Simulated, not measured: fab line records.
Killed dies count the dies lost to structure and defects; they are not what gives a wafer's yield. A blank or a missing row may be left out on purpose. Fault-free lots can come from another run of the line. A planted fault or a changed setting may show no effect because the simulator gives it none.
One fault seen from 3 desks | flow n5-finfet | only its own numbers are on each desk; what lay behind them is given at the end

AT THE METROLOGY DESK
Means of the sampled wafers that have a number, per lot and without regard to the tool the lot ran on: this is what the gauges read. The brackets show how far a lot's mean lies from the usual mean; more than 4 standard deviations puts the lot out of limits, marked OUT. It has 11 readings; the 7 that lie furthest out on some lot are the ones shown.
Columns: A = DIBL_P at N5_BEOL_M4_RC_MEAS_101, usual 36.7 mV/V; B = IOFF_N at N5_BEOL_M4_RC_MEAS_101, usual 0.155 nA/um; C = IOFF_P at N5_BEOL_M4_RC_MEAS_101, usual 0.208 nA/um; D = ION_P at N5_BEOL_M4_RC_MEAS_101, usual 462 uA/um; E = SS_N at N5_BEOL_M4_RC_MEAS_101, usual 71.6 mV/dec; F = VT_N at N5_BEOL_M4_RC_MEAS_101, usual 250.7 mV; G = VT_P at N5_BEOL_M4_RC_MEAS_101, usual -251 mV
lot  | first seen here | A    | B     | C     | D   | E    | F     | G
L556 | day 4 05:56     | 38.8 | 0.186 | 0.221 | 460 | 72.2 | 248.0 | -253
L558 | day 4 16:14     | 36.5 | 0.174 | 0.232 | 465 | 72.1 | 247.8 | -248
L559 | day 4 22:28     | 36.3 | 0.147 | 0.185 | 459 | 70.7 | 252.1 | -252
L560 | day 5 03:17     | 37.1 | 0.165 | 0.221 | 466 | 71.8 | 248.9 | -249
L565 | day 6 12:46     | 36.8 | 0.141 | 0.205 | 461 | 71.6 | 252.9 | -251
L567 | day 6 21:43     | 35.9 | 0.140 | 0.195 | 458 | 71.5 | 253.7 | -254
L568 | day 7 04:34     | 36.3 | 0.163 | 0.227 | 465 | 72.2 | 249.6 | -248
L576 | day 9 02:01     | 36.5 | 0.150 | 0.221 | 468 | 71.5 | 252.5 | -248
L577 | day 9 10:50     | 36.8 | 0.162 | 0.172 | 445 | 71.9 | 250.9 | -256
L578 | day 9 17:42     | 35.4 | 0.152 | 0.207 | 464 | 71.9 | 249.1 | -251
This desk found nothing out of limits on any of the 10 lots.

FOR THE TOOL OWNER'S DESK: remote-plasma-02
The tool's own readings at N5_DUMMY_REMOVAL_PRECLEAN_08 (cleans in NF3:NH3, afs cycles 2, time 20 s, sublimation time 60 s): means of the sampled wafers that have a number, for each lot that ran on this tool. The brackets show how far a lot's mean lies from the usual mean; more than 4 standard deviations puts the lot out of limits, marked OUT.
Columns: A = temp-c at N5_DUMMY_REMOVAL_PRECLEAN_08, usual 29.99 C
lot  | first seen here | A
L559 | day 4 22:47     | 30.01
L560 | day 5 03:40     | 29.99
L565 | day 6 13:06     | 29.13 (-7.8) OUT
L568 | day 7 04:55     | 29.43 (-5.1) OUT
L577 | day 9 11:07     | 29.93
This desk's finding: out of limits on L565, L568; first on L565, day 6 13:06 (temp-c at N5_DUMMY_REMOVAL_PRECLEAN_08). In limits: L559, L560, L577.

THE DEFECT DESK
Inspection counts along the route, by lot: the mean over sampled wafers that carry a number. The brackets show how far a lot's mean lies from the usual mean; more than 4 standard deviations puts the lot out of limits, marked OUT.
Columns: A = raw-defect-count at N5_DUMMY_REMOVAL_INSPECT_06, usual 12
lot  | first seen here | A
L556 | day 4 06:12     | 28
L558 | day 4 16:32     | 6
L559 | day 4 22:43     | 15
L560 | day 5 03:38     | 8
L565 | day 6 13:04     | 11
L567 | day 6 21:59     | 10
L568 | day 7 04:49     | 13
L576 | day 9 02:16     | 10
L577 | day 9 11:05     | 12
L578 | day 9 17:57     | 12
This desk found nothing out of limits on any of the 10 lots.

PUT TOGETHER
On L565, L568, at day 6 13:06, an alarm was possible from the tool owner's desk.
From the metrology desk's view, nothing was out of limits.
Nothing out of limits was seen by the defect desk.
The metrology desk has L565, L568 on record, within its limits.
The defect desk has L565, L568 on record, within its limits.
On remote-plasma-02, each named lot ran N5_DUMMY_REMOVAL_PRECLEAN_08.

WHAT THE SIMULATOR HAD INSERTED
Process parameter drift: remote-plasma-02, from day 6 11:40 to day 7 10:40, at N5_DUMMY_REMOVAL_PRECLEAN_08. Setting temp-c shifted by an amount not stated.
Shown lots that were struck: L565, L568.
Delay in hours, fault start to first out-of-limits reading, by desk: the tool owner's desk at 1.
